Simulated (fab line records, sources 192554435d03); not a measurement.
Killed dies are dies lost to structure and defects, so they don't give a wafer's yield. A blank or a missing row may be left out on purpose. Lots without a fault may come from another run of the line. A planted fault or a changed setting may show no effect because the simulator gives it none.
Chamber matching | flow n5_finfet | N5_SPACER0_ALD_08 on ald_sin-03: 4 sister chambers
The step deposits SiNx, target thk 2 nm. 4 wafers are shown with their chamber, then 7 later ones without.

WAFERS WITH THEIR CHAMBER
wafer  | chamber | heater_power_w (W)
L410.1 | 1       | 772
L415.3 | 3       | 760
L416.1 | 0       | 787
L416.2 | 2       | 848

WAFERS WITHOUT THEIR CHAMBER
wafer  | heater_power_w (W)
L416.3 | 760
L417.2 | 838
L417.4 | 777
L417.5 | 785
L426.2 | 833
L426.5 | 780
L426.6 | 838

WHICH CHAMBER EACH WENT THROUGH
wafer  | from the rows above          | in truth
L416.3 | can't be placed: 3 or 1      | 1
L417.2 | 2                            | 2
L417.4 | can't be placed: 1 or 0 or 3 | 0
L417.5 | can't be placed: 0 or 1      | 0
L426.2 | 2                            | 2
L426.5 | can't be placed: 0 or 1 or 3 | 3
L426.6 | 2                            | 2
Placed correctly: 3 of 7. Can't be placed from these rows: 4 (the true chamber is among the candidates in 4). Placed wrongly: 0.
How it was worked out, from the rows above alone: a wafer's distance from a chamber is the root of the sum, over the readings, of the square of ((its reading less the chamber's mean) divided by the reading's scatter). The wafer belongs to the nearest chamber; if the next one is less than 2 further off, it can't be placed. A chamber's mean is the mean of its shown wafers. The scatter: with one shown wafer a chamber, the root of the mean of the squares of how far each hidden wafer lies from its nearest shown one.
